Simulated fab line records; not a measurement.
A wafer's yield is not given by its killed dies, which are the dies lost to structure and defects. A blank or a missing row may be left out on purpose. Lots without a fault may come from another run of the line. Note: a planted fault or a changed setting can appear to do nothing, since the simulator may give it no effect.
Comparing a struck lot with a sound one	flow n5-finfet	14 out of 1938 route steps
Sound: these wafers, L792.2, L792.4, L792.5. Struck: wafer L798.2; the same lot's L798.3 was not struck, so it is left out; see the end for the cause.
For every step that has rows: the tool of each side, followed by ch and its chambers, followed by its first start. Under that, the readings that differ: sound wafers	struck wafers	difference of the means	sigmas: that difference in standard deviations of wafers without a fault.
alike: readings whose means differ by less than 2 such deviations, and words and numbers that are the same on both sides. not compared: withheld readings, readings that some wafer has no value for, bounds like >300 that may hide the same value, and numbers for which the record gives no deviation and whose values overlap.
Wherever a step has rows on one side only, a row that says differs or no value, or a row with sigmas, the two part there. Numbers that have no deviation but don't overlap get no sigmas and don't part them. A reading missing from all wafers of one side parts the sides only when that side holds two or more wafers.

N5_BEOL_M15_SPUTTER_45: material Cu, target thk 100 nm, time 16.67 s.
  struck on pvd-sputter-01, day 17 12:21; sound on pvd-sputter-03, day 14 17:47
reading	sound	struck	difference	sigmas
throttle-valve-pct (%)	31.0 29.5 30.2	32.8	+2.6	+2
then, 1 step without rows for these wafers: N5_BEOL_M15_ECD_47 (material Cu, target thk 1860 nm).
N5_BEOL_M15_ANNEAL_48: time 90 s.
  sound on rtp-anneal-01 ch 0, day 14 18:11; struck on rtp-anneal-01 ch 0, day 17 12:45
  alike: wafer_temp_C_max
N5_BEOL_M15_CMP_49: polishes, stops on SiO2, t overpolish 4.9 s, target thk 850 nm.
  sound on cmp-01 ch 0,1, day 14 18:26; struck on cmp-01 ch 0, day 17 13:01
  alike: barrier-field-endpoint-s, motor-current-A, overpolish-run-s
N5_BEOL_M15_THK_MEAS_50: measures by xrf.
  struck on film-metro-01, day 17 13:18; sound on film-metro-01, day 14 18:44
  alike: M15_THK
then, 1 step without rows for these wafers: N5_BEOL_M15_PRE_CLEAN_52 (time 15 s).
N5_BEOL_M15_DEP_53: deposits SiCN from 3MS/NH3, target thk 50 nm, time 17.8 s.
  sound on pecvd-04 ch 0,1, day 14 18:48; struck on pecvd-04 ch 0, day 17 13:22
  alike: showerhead-plenum-p-Torr, throttle-valve-pct
  not compared: since-wet-clean-h
N5_BEOL_M15_RS_MEAS_54: a four-point-probe measurement.
  struck on film-metro-01, day 17 13:26; sound on film-metro-02, day 14 18:52
  alike: M15_RS
N5_BEOL_M15_INSPECT_55: inspects for defects (darkfield).
  struck on defect-inspect-02, day 17 13:28; sound on defect-inspect-01, day 14 18:54
  alike: raw-defect-count
N5_BEOL_M15_RC_MEAS_101:
  sound on prober-01 ch 0, day 14 19:05; struck on prober-02 ch 0, day 17 13:38
reading	sound	struck	difference	sigmas
COMB_M7 (S/m)	3.1e-11 2.6e-11 4.2e-11	2.4e-11	-9.0e-12	-2
SERP_M11 (ohm/um)	2.96 3.08 2.95	3.37	+0.37	+4
  alike: etest-temp-c, COMB_M10, COMB_M11, COMB_M12, COMB_M13, COMB_M14, COMB_M15, COMB_M5, COMB_M5_max_site, COMB_M6, COMB_M7_max_site, COMB_M8, COMB_M9, SERP_M10, SERP_M12, SERP_M13, SERP_M14, SERP_M5, SERP_M5_max_site, SERP_M6, SERP_M7, SERP_M8, SERP_M9
then, 2 steps without rows for these wafers: N5_PASSIVATION_PECVD_00 (deposits SiO2 from SiH4/N2O, target thk 200 nm, time 11.2 s); N5_MIM_BOT_DEGAS_01 (time 60 s).
N5_MIM_BOT_SPUTTER_00: material TiN, target thk 35 nm, time 89.7 s.
  struck on pvd-sputter-02, day 17 15:16; sound on pvd-sputter-02, day 14 20:28
reading	sound	struck	difference	sigmas
model.TiN_of_MIM_BOT_SPUTTER_00.thk-nm (nm)	35.2 34.8 35.2	59.8	+24.7	
  alike: throttle-valve-pct
N5_MIM_TOP_ALD_00: deposits Al2O3, purge time 3 s, co reactant pulse time 3 s.
  the record has rows for the sound wafers here (ald-hk-01 ch 2,3, day 14 20:34) and none for the struck ones

## WHERE THEY PART
At N5_BEOL_M15_SPUTTER_45 first; at N5_MIM_TOP_ALD_00 last (within this record only).

WHY: whatever the simulator had introduced
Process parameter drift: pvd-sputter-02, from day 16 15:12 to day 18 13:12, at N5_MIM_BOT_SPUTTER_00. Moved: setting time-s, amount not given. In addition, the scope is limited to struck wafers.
